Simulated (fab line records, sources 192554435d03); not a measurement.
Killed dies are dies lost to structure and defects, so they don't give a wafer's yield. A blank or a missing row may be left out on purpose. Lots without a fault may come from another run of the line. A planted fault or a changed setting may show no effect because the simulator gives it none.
fab line records | flow n5_finfet
record lots=6 wafers=18 last_day=18
route steps=1938 shown BEOL_M7@1287
lots that met no fault: from a run of the same line without faults
start_h: hours from the record's first day to the start of the lot's first wafer shown | wait_h: hours since the lot's step before | " the same as in the row above | L1.1+2: a row that stands for several wafers | - no value, or no start given | * or withheld: withheld | < > ~ a bound
route shown NAME@n: a module of which the file shows steps, and the number in the route of the first | usual: mean/standard deviation of fault-free wafers | same: alike in all rows | chamber/n: place in a boat | sites: the reading at each site | _std_site: their standard deviation | _edge_site: outer sites' mean less inner sites' | radius_mm: how far each site lies from the wafer's centre | mask NAME#n: copy n | behind: the tool/chamber that last shaped the wafer | hold: why the lot was held/for how many hours/how that ended | device: the transistor (n, p or np) that didn't switch | end of line: the same wafers' tests at the end of the route | a step without rows: its recipe alone | killed: dies lost to structure and defects at the first sort, not the wafer's yield | map: a wafer's dies, x killed, . not, _ none there
set.NAME: the setting as run; set.NAME@STEP: as run at that earlier step | model.NAME: the simulator's own value behind a step, which no gauge read
lots at some steps of the route; a table a step, a row a wafer
services: from which hour (start_h, from the record's first day; less than 0 if before it) a tool's chamber was out of use, for how many hours, and why
## steps
# step N5_BEOL_M7_COAT_63
# recipe resist=SOC temp_c=250 time_s=60 spin_rpm=1500 resist_thk_nm=60
# step N5_BEOL_M7_COAT_64
# recipe resist=SiARC temp_c=220 time_s=60 spin_rpm=1500 resist_thk_nm=12
# step N5_BEOL_M7_COAT_71
# recipe resist=underlayer temp_c=205 time_s=60 spin_rpm=1500 resist_thk_nm=5
# step N5_BEOL_M7_COAT_22
# recipe resist=CAR-EUV spin_rpm=1500 resist_thk_nm=30
# step N5_BEOL_M7_EBR_24
# recipe solvent=PGMEA ebr_width_mm=1.5
# step N5_BEOL_M7_SOFTBAKE_23
# recipe temp_c=110 time_s=60 resist=CAR-EUV
# step N5_BEOL_M7_EXPOSE_25
# recipe mask_id=V6 na=0.33 source_shape=annular sigma_inner=0.4 sigma_outer=0.8 polarization=unpolarized target_cd_nm=40 dose_mj=42.5
# step N5_BEOL_M7_PEB_26
# recipe peb_temp_c=100 peb_time_s=60 resist=CAR-EUV
# step N5_BEOL_M7_DEVELOP_27
# recipe develop_time_s=30 developer=TMAH resist=CAR-EUV rinse_liquid=surfactant_rinse dry=air_spin dev_temp_c=23
# step N5_BEOL_M7_CD_MEAS_28
# recipe target_cd_nm=40 landing_energy_ev=500 detector=se_inlens
# usual cd_nm=40.06/0.24
# columns lot.wafer tool chamber start_h wait_h cd_nm
L379.1 cd_sem-03 0 232.01 - 40.00
L379.4 " 0 " " 40.37
L379.6 " 0 " " 40.24
L385.2 cd_sem-01 0 289.53 - 40.23
L385.3 " 0 " " 39.92
L385.4 " 0 " " 40.52
L390.1 cd_sem-03 0 307.56 - 40.01
L390.2 " 0 " " 39.79
L390.3 " 0 " " 40.34
L391.2 cd_sem-02 0 321.60 - 40.20
L391.3 " 0 " " 40.11
L391.5 " 0 " " 39.96
L397.1 cd_sem-02 0 343.59 - 40.24
L397.3 " 0 " " 40.06
L397.6 " 0 " " 40.30
L398.2 cd_sem-01 0 366.96 - 39.72
L398.4 " 0 " " 39.97
L398.5 " 0 " " 40.43
# step N5_BEOL_M7_OVL_MEAS_29
# recipe points_per_wafer=522
# usual V6_OVL=-0.2/0.62
# columns lot.wafer tool chamber start_h wait_h V6_OVL[nm]
L379.1 overlay-02 0 232.04 0.0 1.5
L379.4 " 0 " " 0.5
L379.6 " 0 " " 0.2
L385.2 overlay-01 0 289.56 0.0 -0.6
L385.3 " 0 " " 0.2
L385.4 " 0 " " 0.3
L390.1 overlay-02 0 307.59 0.0 0.2
L390.2 " 0 " " -0.2
L390.3 " 0 " " -0.1
L391.2 overlay-02 0 321.64 0.0 -0.6
L391.3 " 0 " " -0.6
L391.5 " 0 " " 0.1
L397.1 overlay-01 0 343.62 0.0 0.0
L397.3 " 0 " " 0.5
L397.6 " 0 " " 0.0
L398.2 overlay-02 0 367.00 0.0 -0.8
L398.4 " 0 " " -0.9
L398.5 " 0 " " 0.4
# step N5_BEOL_M7_INSPECT_30
# recipe mode=adi inspect_instrument=brightfield
# usual raw_defect_count=410/98
# columns lot.wafer tool chamber start_h wait_h raw_defect_count
L379.1 defect_inspect-02 - 232.10 0.1 474
L379.4 " - " " 460
L379.6 " - " " 448
L385.2 defect_inspect-01 - 289.61 0.0 397
L385.3 " - " " 318
L385.4 " - " " 491
L390.1 defect_inspect-01 - 307.65 0.1 364
L390.2 " - " " 304
L390.3 " - " " 334
L391.2 defect_inspect-02 - 321.69 0.0 412
L391.3 " - " " 437
L391.5 " - " " 350
L397.1 defect_inspect-02 - 343.67 0.1 384
L397.3 " - " " 261
L397.6 " - " " 370
L398.2 defect_inspect-02 - 367.05 0.1 424
L398.4 " - " " 584
L398.5 " - " " 391
# step N5_BEOL_M7_DESCUM_33
# recipe chemistry=O2 time_s=7 source_power_w=50 bias_power_w=20 pressure_mtorr=20 rf_frequency_hz=2.712e+07 temp_c=40 resist=CAR-EUV o2_flow_sccm=225
# usual bias_power_w=20.00/0.059 drypump_motor_current_A=5.6/0.54 oes_product_au=0.78/0.051 rf_vpp_V=243.2/1.4 showerhead_plenum_p_Torr=2.10/0.07 throttle_valve_pct=20.29/0.17
# columns lot.wafer tool chamber start_h wait_h bias_power_w drypump_motor_current_A oes_product_au rf_hours_counter_h rf_vpp_V showerhead_plenum_p_Torr throttle_valve_pct model.CAR-EUV_of_BEOL_M7_COAT_22.thk_nm
L379.1 rie_diel-05 3 232.13 0.0 19.94 5.8 0.75 160 245.3 2.19 20.20 26.2
L379.4 " 0 " " 20.08 5.0 0.75 174 243.9 2.17 20.25 26.2
L379.6 " 3 " " 20.04 5.8 0.74 - 244.6 2.19 20.19 26.2
L385.2 rie_diel-02 0 289.65 0.0 19.98 5.8 0.79 123 242.4 2.11 20.12 26.2
L385.3 " 2 " " 20.01 6.1 0.79 98 242.5 2.12 20.55 26.2
L385.4 " 1 " " 19.97 6.4 0.84 63 243.1 2.22 20.43 26.2
L390.1 rie_diel-02 1 307.85 0.2 19.97 6.4 0.84 68 245.9 2.22 20.44 26
L390.2 " 0 " " 19.96 5.7 0.79 128 241.9 2.11 20.13 26
L390.3 " 3 " " 19.98 4.7 0.80 99 240.8 2.01 20.10 25.4
L391.2 rie_diel-02 3 322.62 0.9 19.87 4.8 0.78 106 241.3 2.01 20.13 26.2
L391.3 " 2 " " 20.00 6.1 0.77 110 244.1 2.11 20.56 25.2
L391.5 " 2 " " 20.07 6.1 0.77 - 244.1 2.11 20.58 26.2
L397.1 rie_diel-06 1 343.71 0.0 19.79 5.3 0.77 145 242.1 2.02 20.49 26.2
L397.3 " 2 " " 20.07 6.6 0.92 25 242.0 2.05 20.38 26.2
L397.6 " 2 " " 19.96 6.6 0.91 - 242.1 2.05 20.36 26.2
L398.2 rie_diel-05 1 367.09 0.0 19.87 6.0 0.71 205 245.3 2.08 20.25 26
L398.4 " 0 " " 19.95 5.0 0.72 209 244.2 2.16 20.31 26.2
L398.5 " 2 " " 20.11 5.3 0.83 - 241.9 2.02 20.29 26.2
# step N5_BEOL_M7_ETCH_72
# recipe chemistry=N2/H2 target=underlayer target_depth_a=65 mask_material=CAR-EUV time_s=5.2 ion_energy_ev=200 pressure_mtorr=30 source_w=840 bias_w=150 n2_flow_sccm=200 h2_flow_sccm=200 ends=cleared
# usual drypump_motor_current_A=5.6/0.54 etch_rf_on_time_s=5.22/0.087 oes_product_au=0.66/0.044 rf_vpp_V=524.0/2.4 showerhead_plenum_p_Torr=2.55/0.079 throttle_valve_pct=17.69/0.16
# columns lot.wafer tool chamber start_h wait_h drypump_motor_current_A etch_rf_on_time_s oes_product_au rf_hours_counter_h rf_vpp_V showerhead_plenum_p_Torr throttle_valve_pct
L379.1 rie_diel-05 3 232.17 0.0 5.8 5.39 0.62 160 527.3 2.65 17.55
L379.4 " 0 " " 5.1 5.39 0.64 174 527.3 2.65 17.68
L379.6 " 3 " " 5.8 5.38 0.62 - 525.4 2.65 17.58
L385.2 rie_diel-02 0 289.68 0.0 5.8 5.32 0.67 123 522.6 2.55 17.42
L385.3 " 2 " " 6.1 5.17 0.67 98 523.4 2.56 17.91
L385.4 " 1 " " 6.3 5.17 0.70 63 527.9 2.69 17.82
L390.1 rie_diel-02 1 307.89 0.0 6.4 5.20 0.68 68 529.2 2.69 17.83
L390.2 " 0 " " 5.8 5.26 0.66 128 525.1 2.55 17.45
L390.3 " 3 " " 4.8 5.18 0.66 99 524.2 2.46 17.62
L391.2 rie_diel-02 3 322.66 0.0 4.8 5.16 0.66 106 520.8 2.46 17.62
L391.3 " 2 " " 6.2 5.12 0.66 110 524.3 2.56 17.92
L391.5 " 2 " " 6.1 5.09 0.65 - 523.5 2.56 17.92
L397.1 rie_diel-06 1 343.74 0.0 5.2 5.29 0.64 145 521.2 2.44 17.84
L397.3 " 2 " " 6.5 5.19 0.80 25 520.8 2.48 17.67
L397.6 " 2 " " 6.6 5.19 0.78 - 524.1 2.48 17.71
L398.2 rie_diel-05 1 367.12 0.0 6.0 5.18 0.61 205 521.1 2.51 17.54
L398.4 " 0 " " 5.0 5.26 0.61 209 527.4 2.63 17.73
L398.5 " 2 " " 5.3 5.21 0.73 - 522.8 2.47 17.74
# step N5_BEOL_M7_ETCH_65
# recipe chemistry=CF4 target=SiARC target_depth_a=156 mask_material=CAR-EUV time_s=26 ion_energy_ev=80 pressure_mtorr=40 source_w=545 bias_w=36 Ar_flow_sccm=100 cf4_flow_sccm=100 ends=cleared
# usual drypump_motor_current_A=5.6/0.54 etch_rf_on_time_s=26.0/0.42 oes_product_au=0.67/0.042 rf_vpp_V=184.0/1.1 showerhead_plenum_p_Torr=2.14/0.064 throttle_valve_pct=15.47/0.13
# columns lot.wafer tool chamber start_h wait_h drypump_motor_current_A etch_rf_on_time_s oes_product_au rf_hours_counter_h rf_vpp_V showerhead_plenum_p_Torr throttle_valve_pct model.CAR-EUV_of_BEOL_M7_COAT_22.thk_nm
L379.1 rie_diel-05 3 232.18 0.0 5.8 26.5 0.64 160 184.9 2.22 15.35 11.2
L379.4 " 0 " " 5.0 26.4 0.64 174 184.5 2.22 15.52 11.2
L379.6 " 3 " " 5.8 26.6 0.63 - 185.8 2.22 15.35 11.2
L385.2 rie_diel-02 0 289.70 0.0 5.8 26.0 0.67 123 183.8 2.15 15.29 11.2
L385.3 " 2 " " 6.1 25.3 0.68 98 183.8 2.16 15.67 11.2
L385.4 " 1 " " 6.4 25.6 0.72 63 184.9 2.26 15.49 11.2
L390.1 rie_diel-02 1 307.90 0.0 6.4 25.7 0.71 68 184.5 2.26 15.52 11.2
L390.2 " 0 " " 5.8 26.5 0.66 128 184.9 2.15 15.32 11.2
L390.3 " 3 " " 4.7 25.5 0.68 99 182.9 2.07 15.39 10.4
L391.2 rie_diel-02 3 322.67 0.0 4.7 25.6 0.67 106 183.2 2.07 15.40 11.2
L391.3 " 2 " " 6.1 25.9 0.66 110 184.3 2.16 15.69 10.4
L391.5 " 2 " " 6.1 25.7 0.66 - 183.8 2.16 15.67 11.2
L397.1 rie_diel-06 1 343.76 0.0 5.2 26.2 0.64 145 183.5 2.06 15.62 11.2
L397.3 " 2 " " 6.6 25.7 0.79 25 183.6 2.10 15.46 11.2
L397.6 " 2 " " 6.6 25.9 0.78 - 183.2 2.10 15.45 11.2
L398.2 rie_diel-05 1 367.14 0.0 6.0 26.2 0.61 205 183.9 2.12 15.50 11
L398.4 " 0 " " 5.0 26.8 0.62 209 184.8 2.21 15.59 11.2
L398.5 " 2 " " 5.3 26.8 0.71 - 182.8 2.08 15.46 11.2
# step N5_BEOL_M7_ETCH_66
# recipe chemistry=N2/H2 target=SOC target_depth_a=800 overetch_a=160 mask_material=SiARC temp_c=40 time_s=120 ion_energy_ev=200 pressure_mtorr=30 source_w=840 bias_w=150 n2_flow_sccm=200 h2_flow_sccm=200
# usual drypump_motor_current_A=5.6/0.54 oes_product_au=0.60/0.037 rf_vpp_V=524.0/2.4 showerhead_plenum_p_Torr=2.55/0.079 throttle_valve_pct=17.65/0.16
# columns lot.wafer tool chamber start_h wait_h drypump_motor_current_A oes_product_au rf_hours_counter_h rf_vpp_V showerhead_plenum_p_Torr throttle_valve_pct
L379.1 rie_diel-05 3 232.21 0.0 5.8 0.57 161 527.3 2.65 17.50
L379.4 " 0 " " 5.0 0.57 174 525.8 2.65 17.63
L379.6 " 3 " " 5.8 0.58 - 525.8 2.65 17.51
L385.2 rie_diel-02 0 289.73 0.0 5.8 0.60 123 524.7 2.55 17.38
L385.3 " 2 " " 6.1 0.60 98 525.7 2.56 17.85
L385.4 " 1 " " 6.4 0.64 63 526.4 2.69 17.82
L390.1 rie_diel-02 1 307.93 0.0 6.4 0.63 68 526.9 2.69 17.81
L390.2 " 0 " " 5.8 0.60 128 525.1 2.55 17.42
L390.3 " 3 " " 4.8 0.61 99 522.5 2.46 17.58
L391.2 rie_diel-02 3 322.70 0.0 4.7 0.59 106 521.8 2.46 17.58
L391.3 " 2 " " 6.1 0.59 110 523.8 2.56 17.87
L391.5 " 2 " " 6.1 0.59 - 525.1 2.56 17.87
L397.1 rie_diel-06 1 343.79 0.0 5.3 0.58 145 520.0 2.44 17.79
L397.3 " 2 " " 6.6 0.70 25 521.3 2.48 17.65
L397.6 " 2 " " 6.6 0.70 - 522.8 2.48 17.66
L398.2 rie_diel-05 1 367.17 0.0 6.0 0.55 205 523.1 2.51 17.52
L398.4 " 0 " " 5.0 0.56 209 526.1 2.63 17.69
L398.5 " 2 " " 5.3 0.64 - 522.8 2.47 17.74
## services
# columns tool chamber start_h hours kind
rie_diel-06 2 235.12 - clean
rie_diel-06 2 235.12 - consumable_replace:focus_ring
rie_diel-06 2 235.12 34.8 scheduled_down
rie_diel-06 2 235.12 34.8 vent_cycle
rie_diel-05 1 268.62 5.2 repair
rie_diel-06 0 269.92 - clean
rie_diel-06 0 269.92 - consumable_replace:focus_ring
rie_diel-06 0 269.92 19.5 scheduled_down
rie_diel-06 0 269.92 19.5 vent_cycle
rie_diel-05 0 295.90 7.5 repair
rie_diel-02 - 306.21 0.9 repair
rie_diel-05 - 311.94 4.3 pm
rie_diel-06 0 313.92 13.7 repair
rie_diel-05 - 332.69 0.7 repair
## key
first_sign none at tools or gauges
model_effect step=N5_BEOL_M7_DESCUM_33 value=CAR-EUV_of_BEOL_M7_COAT_22.thk_nm without=26 struck=25.3
model_effect step=N5_BEOL_M7_ETCH_65 value=CAR-EUV_of_BEOL_M7_COAT_22.thk_nm without=11.2 struck=10.4
met_at N5_BEOL_M7_DESCUM_33
struck_wafers L390.3,L391.3
onset_between 289.65 307.85
fault kind=process_parameter_drift tool=rie_diel-02 chamber=- onset_h=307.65 steps=N5_BEOL_M7_DESCUM_33 channel=time_s offset=* shape=step end_h=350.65 scope=struck_wafers_only acts_in=* stated=*
